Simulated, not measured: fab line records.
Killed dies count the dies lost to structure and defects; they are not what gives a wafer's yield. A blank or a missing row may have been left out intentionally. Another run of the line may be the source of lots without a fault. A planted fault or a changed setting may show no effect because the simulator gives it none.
Which tool is to blame? + flow nand-harc + 11 lots, 33 wafers sampled, at 7 steps of a route of 1302

== WHAT THE GAUGES SHOWED, per wafer ==
NHARC_P_GATE_INSPECT_28. Usual: raw-defect-count reads 6.5 (standard deviation 2.9).
| lot  | measured     | on                | raw-defect-count | flag |
|------|--------------|-------------------|------------------|------|
| L518 | day 5 22:05  | defect-inspect-01 | 4 8 6            |      |
| L519 | day 6 07:37  | defect-inspect-01 | 7 9 7            |      |
| L520 | day 6 11:22  | defect-inspect-01 | 10 10 5          |      |
| L521 | day 7 05:45  | defect-inspect-02 | 452 466 486      | OFF  |
| L522 | day 7 11:49  | defect-inspect-01 | 463 443 445      | OFF  |
| L531 | day 10 23:31 | defect-inspect-02 | 2 12 10          |      |
| L532 | day 11 16:39 | defect-inspect-02 | 12 10 9          |      |
| L533 | day 11 23:15 | defect-inspect-02 | 4 10 10          |      |
| L534 | day 12 10:43 | defect-inspect-01 | 7 3 8            |      |
| L535 | day 12 20:13 | defect-inspect-01 | 5 8 7            |      |
| L536 | day 13 10:11 | defect-inspect-01 | 11 9 5           |      |

NHARC_P_GATE_INSPECT_68. Usual: raw-defect-count reads 199 (standard deviation 71).
| lot  | measured     | on                | raw-defect-count | flag |
|------|--------------|-------------------|------------------|------|
| L518 | day 6 16:31  | defect-inspect-02 | 209 195 173      |      |
| L519 | day 7 02:06  | defect-inspect-01 | 137 219 130      |      |
| L520 | day 7 05:40  | defect-inspect-01 | 196 210 279      |      |
| L521 | day 8 00:02  | defect-inspect-01 | 561 573 617      | OFF  |
| L522 | day 8 06:19  | defect-inspect-02 | 553 622 556      | OFF  |
| L531 | day 11 18:46 | defect-inspect-02 | 227 171 235      |      |
| L532 | day 12 10:50 | defect-inspect-02 | 221 269 343      |      |
| L533 | day 12 17:32 | defect-inspect-01 | 214 208 210      |      |
| L534 | day 13 05:06 | defect-inspect-02 | 102 97 146       |      |
| L535 | day 13 14:33 | defect-inspect-02 | 126 135 125      |      |
| L536 | day 14 04:22 | defect-inspect-01 | 204 253 193      |      |

NHARC_END_SORT_01. Usual: killed-at-array 54, standard deviation 16; killed-at-other 0.6, standard deviation 0.86; killed-at-periphery 3.8, standard deviation 2.6; killed-dies 58, standard deviation 16; killed-open 3.3, standard deviation 1.8; killed-short 2.7, standard deviation 1.7.
| lot  | measured     | on        | killed-at-array | killed-at-other | killed-at-periphery | killed-dies | killed-open | killed-short | flag |
|------|--------------|-----------|-----------------|-----------------|---------------------|-------------|-------------|--------------|------|
| L521 | day 26 02:25 | prober-01 | 74 80 55        | 0 0 0           | 33 32 63            | 107 112 118 | 7 6 1       | 5 6 4        | OFF  |
| L522 | day 26 02:28 | prober-02 | 71 81 60        | 1 0 0           | 78 84 48            | 150 165 108 | 3 2 8       | 6 2 2        | OFF  |

== WHAT TOOL EACH LOT RAN ON (gives the tool, then ch and the chambers of the sampled wafers, and finally the start) ==
| lot  | NHARC_P_STI_ETCH_15              | NHARC_P_GATE_PRECLEAN_70            | NHARC_P_GATE_ETCH_32             | NHARC_P_GATE_STRIP_108             |
|------|----------------------------------|-------------------------------------|----------------------------------|------------------------------------|
| L518 | rie-si-01 ch 0,1,2, day 3 16:13  | wet-bench-02 ch 0,1,3, day 4 20:14  | rie-si-05 ch 1,2, day 5 22:36    | rie-diel-05 ch 0,1, day 5 22:46    |
| L519 | rie-si-01 ch 0,1,3, day 4 03:13  | wet-bench-02 ch 3,4,6, day 5 08:13  | rie-si-04 ch 0,1, day 6 08:08    | rie-diel-12 ch 0,1, day 6 08:17    |
| L520 | rie-si-06 ch 0,1, day 4 10:43    | wet-bench-05 ch 2,3,5, day 5 12:40  | rie-si-04 ch 0,3, day 6 11:53    | rie-diel-05 ch 0,2,3, day 6 12:02  |
| L521 | rie-si-01 ch 1,2, day 4 23:02    | wet-bench-02 ch 3,4,6, day 6 01:49  | rie-si-04 ch 1,2,3, day 7 06:17  | rie-diel-05 ch 0,1,3, day 7 06:26  |
| L522 | rie-si-06 ch 2,3, day 5 06:59    | wet-bench-02 ch 0,1,7, day 6 10:46  | rie-si-03 ch 0,2,3, day 7 12:22  | rie-diel-05 ch 0,1,2, day 7 12:31  |
| L531 | rie-si-06 ch 1,3, day 9 01:48    | wet-bench-06 ch 0,4,7, day 10 01:08 | rie-si-05 ch 0,1,3, day 11 00:03 | rie-diel-05 ch 2,3, day 11 00:13   |
| L532 | rie-si-01 ch 0,1,2, day 9 11:23  | wet-bench-02 ch 4,6,7, day 10 15:26 | rie-si-04 ch 0,1,3, day 11 17:13 | rie-diel-05 ch 0,1,2, day 11 17:22 |
| L533 | rie-si-06 ch 0,2,3, day 9 21:15  | wet-bench-05 ch 3,4,5, day 10 22:48 | rie-si-04 ch 0,1,3, day 11 23:46 | rie-diel-12 ch 0,1,3, day 11 23:56 |
| L534 | rie-si-06 ch 0,2,3, day 10 06:40 | wet-bench-06 ch 2,5,7, day 11 09:28 | rie-si-03 ch 1,2,3, day 12 11:24 | rie-diel-01 ch 0,1,3, day 12 11:34 |
| L535 | rie-si-02 ch 0,1,2, day 10 17:37 | wet-bench-06 ch 1,3,4, day 11 22:05 | rie-si-03 ch 0,1,3, day 12 20:44 | rie-diel-01 ch 1,2,3, day 12 20:53 |
| L536 | rie-si-01 ch 0,1,2, day 11 07:37 | wet-bench-06 ch 4,5,6, day 12 11:49 | rie-si-03 ch 0,1, day 13 10:43   | rie-diel-01 ch 0,2,3, day 13 10:55 |
- NHARC_P_STI_ETCH_15: etches the open film in HBr/Cl2, target depth 300 nm, time 100.1 s.
- NHARC_P_GATE_PRECLEAN_70: cleans in SC1.
- NHARC_P_GATE_ETCH_32: etches the open film in HBr/Cl2, target depth 150 nm, time 100.1 s.
- NHARC_P_GATE_STRIP_108: strips in O2.

== AS READ BY THE TOOLS THEMSELVES (means over the sampled wafers that have a number; for cases with no such wafer, the mark the record gives instead) ==
NHARC_P_STI_ETCH_15. Usual: drypump-motor-current-A 6.0 A, standard deviation 0.41; mfc-cl2-sccm 49.98 sccm, standard deviation 0.15; oes-product-au 1.001 a.u., standard deviation 0.0076; throttle-valve-pct 26.405 %, standard deviation 0.0089.
| lot  | tool      | drypump-motor-current-A (A) | mfc-cl2-sccm (sccm) | oes-product-au (a.u.) | throttle-valve-pct (%) | flag |
|------|-----------|-----------------------------|---------------------|-----------------------|------------------------|------|
| L518 | rie-si-01 | 6.1                         | 50.12               | 1.000                 | 26.405                 |      |
| L519 | rie-si-01 | 6.2                         | 49.90               | 1.013                 | 26.411                 |      |
| L520 | rie-si-06 | 5.7                         | 49.83               | 1.005                 | 26.401                 |      |
| L521 | rie-si-01 | 5.8                         | 49.95               | 1.005                 | 26.405                 |      |
| L522 | rie-si-06 | 6.1                         | 50.15               | 1.008                 | 26.412                 |      |
| L531 | rie-si-06 | 6.1                         | 49.76               | 1.008                 | 26.401                 |      |
| L532 | rie-si-01 | 6.2                         | 50.06               | 0.988                 | 26.403                 |      |
| L533 | rie-si-06 | 5.9                         | 50.09               | 1.000                 | 26.399                 |      |
| L534 | rie-si-06 | 5.9                         | 50.14               | 1.005                 | 26.404                 |      |
| L535 | rie-si-02 | 5.8                         | 49.97               | 0.999                 | 26.400                 |      |
| L536 | rie-si-01 | 6.2                         | 49.98               | 1.006                 | 26.406                 |      |

NHARC_P_GATE_PRECLEAN_70. Usual: temp-c reads 49.99 C (standard deviation 0.12).
| lot  | tool         | temp-c (C) | flag |
|------|--------------|------------|------|
| L518 | wet-bench-02 | 49.95      |      |
| L519 | wet-bench-02 | 50.04      |      |
| L520 | wet-bench-05 | 50.01      |      |
| L521 | wet-bench-02 | 50.00      |      |
| L522 | wet-bench-02 | 49.91      |      |
| L531 | wet-bench-06 | 50.07      |      |
| L532 | wet-bench-02 | 50.04      |      |
| L533 | wet-bench-05 | 50.01      |      |
| L534 | wet-bench-06 | 50.02      |      |
| L535 | wet-bench-06 | 49.96      |      |
| L536 | wet-bench-06 | 50.01      |      |

NHARC_P_GATE_ETCH_32. Usual: drypump-motor-current-A 5.8 A, standard deviation 0.6; mfc-cl2-sccm 49.99 sccm, standard deviation 0.14; oes-product-au 1.002 a.u., standard deviation 0.0063; throttle-valve-pct 26.404 %, standard deviation 0.0095.
| lot  | tool      | drypump-motor-current-A (A) | mfc-cl2-sccm (sccm) | oes-product-au (a.u.) | throttle-valve-pct (%) | flag |
|------|-----------|-----------------------------|---------------------|-----------------------|------------------------|------|
| L518 | rie-si-05 | 6.2                         | 49.85               | 1.004                 | 26.410                 |      |
| L519 | rie-si-04 | 6.6                         | 49.90               | 1.007                 | 26.404                 |      |
| L520 | rie-si-04 | 6.5                         | 49.91               | 1.001                 | 26.400                 |      |
| L521 | rie-si-04 | 5.9                         | 49.90               | 1.001                 | 26.400                 |      |
| L522 | rie-si-03 | 5.4                         | 50.02               | 1.001                 | 26.408                 |      |
| L531 | rie-si-05 | 5.9                         | 50.14               | 0.997                 | 26.400                 |      |
| L532 | rie-si-04 | 6.4                         | 49.88               | 1.006                 | 26.407                 |      |
| L533 | rie-si-04 | 6.4                         | 49.91               | 0.997                 | 26.393                 |      |
| L534 | rie-si-03 | 5.5                         | 50.00               | 1.003                 | 26.406                 |      |
| L535 | rie-si-03 | 5.2                         | 49.97               | 1.004                 | 26.399                 |      |
| L536 | rie-si-03 | 5.2                         | 50.04               | 0.990                 | 26.411                 |      |

NHARC_P_GATE_STRIP_108. Usual: drypump-motor-current-A 5.7 A, standard deviation 0.42; oes-product-au 0.999 a.u., standard deviation 0.0071; rf-vpp-V 58.0 V, standard deviation 0.93; showerhead-plenum-p-Torr 3.61 Torr, standard deviation 0.16; throttle-valve-pct 17.035 %, standard deviation 0.0079.
| lot  | tool        | drypump-motor-current-A (A) | oes-product-au (a.u.) | rf-vpp-V (V) | showerhead-plenum-p-Torr (Torr) | throttle-valve-pct (%) | flag |
|------|-------------|-----------------------------|-----------------------|--------------|---------------------------------|------------------------|------|
| L518 | rie-diel-05 | 6.2                         | 0.991                 | 57.0         | 3.53                            | 17.031                 |      |
| L519 | rie-diel-12 | 5.7                         | 1.003                 | 56.9         | 3.47                            | 17.032                 |      |
| L520 | rie-diel-05 | 5.9                         | 0.996                 | 57.2         | 3.50                            | 17.034                 |      |
| L521 | rie-diel-05 | 6.2                         | 0.998                 | 57.2         | 3.60                            | 17.029                 |      |
| L522 | rie-diel-05 | 6.1                         | 1.004                 | 58.3         | 3.55                            | 17.033                 |      |
| L531 | rie-diel-05 | 5.9                         | 0.996                 | 58.5         | 3.57                            | 17.039                 |      |
| L532 | rie-diel-05 | 6.1                         | 0.998                 | 57.6         | 3.55                            | 17.038                 |      |
| L533 | rie-diel-12 | 5.6                         | 1.001                 | 57.6         | 3.48                            | 17.028                 |      |
| L534 | rie-diel-01 | 5.4                         | 1.005                 | 58.2         | 3.72                            | 17.046                 |      |
| L535 | rie-diel-01 | 5.6                         | 0.989                 | 58.1         | 3.74                            | 17.035                 |      |
| L536 | rie-diel-01 | 5.2                         | 1.005                 | 59.1         | 3.72                            | 17.037                 |      |

== THE ANSWER, worked out from the rows above alone ==
Rule: take the mean of a lot's wafers that have a number; if it is more than 3 standard deviations from the usual mean, the lot is off. A lot without any number at a reading at which 4 lots or more have one is off too. Where the step has rows for the other lots, those lots are counted as sound. The gauges are gone through in route order, then the tools' own readings, and for those a lot's mean is taken as printed above. The first step at which some lot is off is used, and at that step the reading that is off furthest; a lot without a number counts as furthest.
Off: L521, L522, at NHARC_P_GATE_INSPECT_28 (raw-defect-count).
If a tool, at a process step before that reading, ran all the lots that are off and no sound lot after the first of them, it fits. The gauges at NHARC_P_GATE_INSPECT_28 aren't tried: what is off there is off at NHARC_END_SORT_01 too, on other tools, and a gauge's error can't cause that. Of those tried, none fits.

== WHAT THE SIMULATOR PUT IN ==
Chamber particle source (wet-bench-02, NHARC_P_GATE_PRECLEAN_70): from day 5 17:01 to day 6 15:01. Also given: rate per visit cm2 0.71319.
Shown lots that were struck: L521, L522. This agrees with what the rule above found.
